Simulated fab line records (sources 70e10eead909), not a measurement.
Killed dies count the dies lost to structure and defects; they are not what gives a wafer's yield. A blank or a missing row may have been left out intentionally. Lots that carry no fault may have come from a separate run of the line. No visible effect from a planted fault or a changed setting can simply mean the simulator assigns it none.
Struck lot and sound lot, side by side / flow nand_harc / 42 steps out of a route of 1302
Sound: the wafers L161.1, L161.2, L161.6. Struck: wafer L166.4 (left out: L166.2, a lot-mate that was not struck); the cause follows at the end.
For every step that has rows: the tool of each side, followed by ch and its chambers, followed by its first start. Under that, the readings that differ: sound wafers / struck wafers / difference of the means / sigmas: that difference in standard deviations of wafers without a fault.
alike: readings with means less than 2 such deviations apart, plus words and numbers identical on both sides. not compared: withheld readings, readings lacking a value on some wafer, bounds such as >300 that could conceal the same value, and numbers that have no deviation in the record and whose values overlap.
Wherever a step has rows on one side only, a row that says differs or no value, or a row with sigmas, the two part there. When numbers do not overlap yet have no deviation, they are printed without sigmas and do not part them. Lack of a reading on every wafer of one side parts them only where that side has two or more wafers.

NHARC_A_ONON_D1_THK_MEAS_21: measures by ellipsometry.
  sound on film_metro-01 at day 10 14:24; struck on film_metro-02 at day 12 19:26
reading=thk_nm (nm); sound=988 990 988; struck=1013; difference=+24; sigmas=+3
then, no rows for these wafers at 1 step: NHARC_A_ONON_D1_DEP_22 (target thk 1000 nm).
NHARC_A_ONON_D1_THK_MEAS_24: measures by ellipsometry.
  sound on film_metro-01 at day 10 14:58; struck on film_metro-01 at day 12 20:00
  alike: thk_nm
then, no rows for these wafers at 1 step: NHARC_A_ONON_D1_DEP_25 (target thk 1000 nm).
NHARC_A_ONON_D1_THK_MEAS_27: measures by ellipsometry.
  sound on film_metro-01 at day 10 15:32; struck on film_metro-01 at day 12 20:34
  alike: thk_nm
then, no rows for these wafers at 1 step: NHARC_A_ONON_D1_DEP_28 (target thk 1000 nm).
NHARC_A_ONON_D1_THK_MEAS_30: measures by ellipsometry.
  sound on film_metro-02 at day 10 16:07; struck on film_metro-01 at day 12 21:08
  alike: thk_nm
then, 1 step without rows for these wafers: NHARC_A_ONON_D1_DEP_33 (deposits SiO2, target thk 200 nm).
NHARC_A_ONON_D1_THK_MEAS_34: measures by ellipsometry.
  sound on film_metro-02 at day 10 16:35; struck on film_metro-02 at day 12 21:37
  alike: thk_nm
NHARC_A_ONON_D1_INSPECT_32:
  sound on defect_inspect-02 at day 10 16:38; struck on defect_inspect-02 at day 12 21:41
  alike: raw_defect_count
NHARC_A_CHANNEL_HOLE_D1_DEP_00: deposits aC, target thk 3100 nm.
  sound on acl_dep-01 ch 0, day 10 16:43; struck on acl_dep-03 ch 0, day 12 23:27
  alike: throttle_valve_pct
NHARC_A_CHANNEL_HOLE_D1_DEP_01: deposits SiON, target thk 140 nm.
  sound on pecvd-03 ch 0,1, day 10 18:37; struck on pecvd-03 ch 2, day 13 01:06
  alike: heater_power_w
then, 10 steps without rows for these wafers: NHARC_A_CHANNEL_HOLE_D1_DEHYDRATE_02 (time 120 s); NHARC_A_CHANNEL_HOLE_D1_HMDS_03 (time 30 s); NHARC_A_CHANNEL_HOLE_D1_COAT_36 (time 75 s); NHARC_A_CHANNEL_HOLE_D1_COAT_37 (time 65 s); NHARC_A_CHANNEL_HOLE_D1_COAT_04 (resist thk 90 nm); NHARC_A_CHANNEL_HOLE_D1_SOFTBAKE_05 (time 55 s); NHARC_A_CHANNEL_HOLE_D1_EBR_06; NHARC_A_CHANNEL_HOLE_D1_EXPOSE_07 (exposes mask HOLE D1, target cd 100 nm); NHARC_A_CHANNEL_HOLE_D1_PEB_08 (peb time 65 s); NHARC_A_CHANNEL_HOLE_D1_DEVELOP_09 (develop time 35 s).
NHARC_A_CHANNEL_HOLE_D1_CD_MEAS_10: the cd target is 100 nm.
  sound on cd_sem-01 ch 0, day 10 19:13; struck on cd_sem-02 ch 0, day 13 01:42
reading=cd_nm (nm); sound=100.7 100.0 100.5; struck=99.1; difference=-1.3; sigmas=-3
NHARC_A_CHANNEL_HOLE_D1_OVL_MEAS_11:
  sound on overlay-01 at day 10 19:19; struck on overlay-02 at day 13 01:47
reading=overlay_x_nm (nm); sound=0.9 1.1 0.9; struck=-1.1; difference=-2.1; sigmas=-3
  alike: overlay_y_nm
NHARC_A_CHANNEL_HOLE_D1_INSPECT_12:
  sound on defect_inspect-02 at day 10 19:20; struck on defect_inspect-02 at day 13 01:49
  alike: raw_defect_count
then, 1 step without rows for these wafers: NHARC_A_CHANNEL_HOLE_D1_DESCUM_15 (chemistry O2, time 3 s).
NHARC_A_CHANNEL_HOLE_D1_ETCH_38: etches the open film in CF4, target depth 39 nm, time 65 s.
  sound on rie_diel-01 ch 0,1, day 10 19:29; struck on rie_diel-07 ch 0, day 13 01:58
reading=drypump_motor_current_A (A); sound=5.35 5.66 5.36; struck=6.06; difference=+0.60; sigmas=+2
reading=rf_vpp_V (V); sound=151.0 154.1 154.1; struck=150.0; difference=-3.1; sigmas=-2
  alike: oes_product_au, showerhead_plenum_p_Torr, throttle_valve_pct
  not compared: rf_hours_counter_h
NHARC_A_CHANNEL_HOLE_D1_ETCH_39: etches the open film in N2/H2, target depth 260 nm, time 325 s.
  sound on rie_diel-01 ch 0,1,2; struck on rie_diel-07 ch 3
  alike: drypump_motor_current_A, oes_product_au, rf_vpp_V, showerhead_plenum_p_Torr, throttle_valve_pct
  not compared: rf_hours_counter_h
then, 2 steps without rows for these wafers: NHARC_A_CHANNEL_HOLE_D1_ETCH_34 (etches the open film in CF4/CHF3, target depth 154 nm, time 77 s); NHARC_A_CHANNEL_HOLE_D1_ETCH_16 (etches the open film in O2/COS, target depth 3100 nm, time 806 s).
NHARC_A_CHANNEL_HOLE_D1_CD_MEAS_18:
  sound on cd_sem-01 at day 10 20:31; struck on cd_sem-01 at day 13 02:59
  alike: cd_nm
then, 1 step without rows for these wafers: NHARC_A_CHANNEL_HOLE_D1_ETCH_19 (etches the open film in C4F8/O2/Ar, time 34.5 s).
NHARC_A_CHANNEL_HOLE_D1_ETCH_20: etches the open film in C4F8/O2/Ar, time 361.9 s, target depth 1600 nm.
  sound on har_etch-01 ch 0,1, day 10 21:38; struck on har_etch-02 ch 0, day 13 03:32
reading=showerhead_plenum_p_Torr (Torr); sound=3.71 3.57 3.57; struck=3.92; difference=+0.30; sigmas=+2
  alike: drypump_motor_current_A, throttle_valve_pct
  not compared: rf_hours_counter_h
then, 6 steps without rows for these wafers: NHARC_A_CHANNEL_HOLE_D1_ETCH_21 (etches the open film in C4F8/O2/Ar, time 514.3 s, target depth 1600 nm); NHARC_A_CHANNEL_HOLE_D1_ETCH_22 (etches the open film in C4F8/O2/Ar, time 666.7 s, target depth 1600 nm); NHARC_A_CHANNEL_HOLE_D1_ETCH_23 (etches the open film in C4F8/O2/Ar, time 819 s, target depth 1600 nm); NHARC_A_CHANNEL_HOLE_D1_ETCH_24 (etches the open film in C4F8/O2/Ar, time 906.2 s, target depth 1500 nm); NHARC_A_CHANNEL_HOLE_D1_ETCH_25 (etches the open film in C4F8/O2/Ar, time 1040.2 s, target depth 1500 nm); NHARC_A_CHANNEL_HOLE_D1_ETCH_26 (etches the open film in C4F8/O2/Ar, time 224.1 s, target depth 300 nm).
NHARC_A_CHANNEL_HOLE_D1_ETCH_33: etches the open film in C4F8/O2/Ar, time 90 s, target depth 400 nm.
  sound on har_etch-01 ch 0,1, day 11 01:32; struck on har_etch-02 ch 0, day 13 07:23
  alike: drypump_motor_current_A, showerhead_plenum_p_Torr, throttle_valve_pct
  not compared: rf_hours_counter_h
then, 1 step without rows for these wafers: NHARC_A_CHANNEL_HOLE_D1_STRIP_41 (strips in N2/H2).
-- break in the record here, with 16 days between the starts of the struck wafers on either side (left off in module A_CHANNEL_HOLE_D1, picked up again in module END, where the first step shown is number 1302 on the route) --
NHARC_END_SORT_01:
  sound on prober-02 ch 0, day 26 00:46; struck on prober-02 ch 0, day 29 02:04
reading=killed_at_array; sound=66 60 72; struck=674; difference=+608; sigmas=+29
reading=killed_dies; sound=68 62 76; struck=677; difference=+608; sigmas=+29
  alike: killed_at_other, killed_at_periphery, killed_open, killed_short

WHERE THEY PART
Earliest at NHARC_A_ONON_D1_THK_MEAS_21; latest, in this record, at NHARC_END_SORT_01.

WHY: the cause the simulator had injected
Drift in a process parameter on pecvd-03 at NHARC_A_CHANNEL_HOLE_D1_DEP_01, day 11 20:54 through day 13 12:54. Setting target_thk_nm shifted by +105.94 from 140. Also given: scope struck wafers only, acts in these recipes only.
